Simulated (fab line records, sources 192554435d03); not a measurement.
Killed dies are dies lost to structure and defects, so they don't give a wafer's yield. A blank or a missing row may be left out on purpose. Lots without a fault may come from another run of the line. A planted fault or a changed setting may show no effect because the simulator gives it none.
Split-lot experiment | flow n5_finfet | 7 lots, 21 wafers read, on a route of 1938 steps

THE SPLIT
At N5_PASSIVATION_VIA_ETCH_13 (etches SiO2 in CHF3/O2, target depth 660 nm, time 330 s), the setting source_w was moved away from the recipe's 650 W on 7 of the 21 wafers read, by -9.0% to +16.5%. The other wafers ran this setting at the recipe's value.

The reading is taken at the split's own step.

THE READING
rf_vpp_V, in V, at N5_PASSIVATION_VIA_ETCH_13 (etches SiO2 in CHF3/O2, target depth 660 nm, time 330 s). Fault-free wafers of this fab line usually give 526 V, standard deviation 4.2 V.

wafer  | tool, chamber at the split | source_w as run, W | against the recipe | rf_vpp_V, V | against lot-mates on the recipe
L074.1 | rie_diel-02, 3             | 650                | recipe             | 520         | -
L074.2 | rie_diel-02, 2             | 757.5              | +16.5%             | 482         | -38
L074.5 | rie_diel-02, 2             | 757.5              | +16.5%             | 483         | -37
L075.1 | rie_diel-02, 1             | 650                | recipe             | 526         | -
L075.2 | rie_diel-02, 0             | 650                | recipe             | 525         | -
L075.3 | rie_diel-02, 2             | 650                | recipe             | 521         | -
L077.1 | rie_diel-02, 0             | 732.9              | +12.8%             | 495         | -33
L077.3 | rie_diel-02, 1             | 732.9              | +12.8%             | 495         | -33
L077.5 | rie_diel-02, 1             | 650                | recipe             | 528         | -
L080.1 | rie_diel-02, 0             | 692.4              | +6.5%              | 509         | -11
L080.2 | rie_diel-02, 2             | 650                | recipe             | 520         | -
L080.6 | rie_diel-02, 3             | 650                | recipe             | 520         | -
L088.1 | rie_diel-06, 2             | 591.7              | -9.0%              | 556         | +24
L088.2 | rie_diel-06, 1             | 650                | recipe             | 534         | -
L088.4 | rie_diel-06, 0             | 650                | recipe             | 529         | -
L092.1 | rie_diel-04, 3             | 650                | recipe             | 518         | -
L092.2 | rie_diel-04, 2             | 650                | recipe             | 528         | -
L092.3 | rie_diel-04, 1             | 650                | recipe             | 526         | -
L093.1 | rie_diel-04, 0             | 650                | recipe             | 524         | -
L093.2 | rie_diel-04, 1             | 611.9              | -5.9%              | 541         | +16
L093.5 | rie_diel-04, 2             | 650                | recipe             | 527         | -

THE FIT
A straight line over all 21 wafers: rf_vpp_V changes by -2.6 V for each +1% of source_w; r = -0.97; the points scatter about the line by 4.2 V.
The same after taking each lot's own level away (the mean of its wafers on the recipe; 21 wafers): -2.42 V for each +1%; r = -0.99; scatter 2.7 V.
On that fit, the largest move of source_w shifts the reading by 40 V.
The lots' own levels span 520.0 to 531.5 V, that is 2.7 times the standard deviation above.
So the lot-to-lot level changes the slope little: the two slopes agree.
Check: with one of the wafers moved furthest among these (+16.5%) left out of the fit, the line predicts -40 V for it against its lot-mates. It came out at -38 V against them.
Tool readings at the split's step, against how far the setting was moved: rf_vpp_V r = -0.97.

OTHER SPLITS ON THESE WAFERS
These wafers also went through other splits before the reading. Each is held against what the fit with the lots' levels taken away leaves over:
other split on the same wafers     | wafers away from the commonest value | r with rf_vpp_V (lot level and that fit taken away)
N5_MIM_BOT_LITHO_EXPOSE_05 dose_mj | 7                                    | +0.52

THE FILE'S OWN FIT
rf_vpp_V changes by -2.39 V for each +1% of source_w, r = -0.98.
